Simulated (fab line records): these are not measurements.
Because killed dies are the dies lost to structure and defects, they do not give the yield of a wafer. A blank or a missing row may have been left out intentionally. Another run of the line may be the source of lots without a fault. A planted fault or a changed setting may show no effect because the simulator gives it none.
Chamber matching | flow n5Finfet | 4 sister chambers for N5_FIN_SAQP_FIN_ETCH_36 on rieSi-06
The step etches the open film in HBr/Cl2/O2, target depth 120 nm, time 50.4 s. 8 wafers are shown with their chamber, then 10 later ones without.

== WAFERS PAIRED WITH THEIR CHAMBERS ==
wafer  | chamber | throttleValvePct (%) | drypumpMotorCurrentA (A)
L076.1 | 2       | 35.81                | 5.5
L079.3 | 3       | 36.10                | 5.7
L081.5 | 0       | 35.70                | 6.0
L084.2 | 1       | 35.99                | 6.5
L084.3 | 0       | 35.69                | 6.0
L084.5 | 2       | 35.81                | 5.6
L087.2 | 3       | 36.14                | 5.6
L087.3 | 1       | 36.01                | 6.5

== WAFERS WHOSE CHAMBER IS MISSING ==
wafer  | throttleValvePct (%) | drypumpMotorCurrentA (A)
L087.5 | 35.81                | 5.6
L090.1 | 35.78                | 5.6
L090.3 | 35.71                | 6.0
L090.5 | 35.70                | 6.0
L092.3 | 36.00                | 6.5
L092.4 | 35.82                | 5.6
L092.6 | 35.80                | 5.6
L094.1 | 35.81                | 5.6
L094.5 | 35.70                | 6.0
L094.6 | 36.13                | 5.7

== WHICH CHAMBER EACH ONE RAN IN ==
wafer  | from the rows above | in truth
L087.5 | 2                   | 2
L090.1 | 2                   | 2
L090.3 | 0                   | 0
L090.5 | 0                   | 0
L092.3 | 1                   | 1
L092.4 | 2                   | 2
L092.6 | 2                   | 2
L094.1 | 2                   | 2
L094.5 | 0                   | 0
L094.6 | 3                   | 3
10 of 10 placed correctly. Number that these rows cannot place: 0. Placed wrongly: 0.
How it was worked out, from the rows above alone: a wafer's distance from a chamber is the root of the sum, over the readings, of the square of ((its reading less the chamber's mean) divided by the reading's scatter). If the next closest chamber is less than 2 further off than the closest, the wafer can't be placed; otherwise it belongs to the closest. The mean given for a chamber averages the wafers shown for that chamber. The scatter: the root of (the sum of the squares of (reading less its chamber's mean) over the shown wafers, divided by (wafers less chambers)).
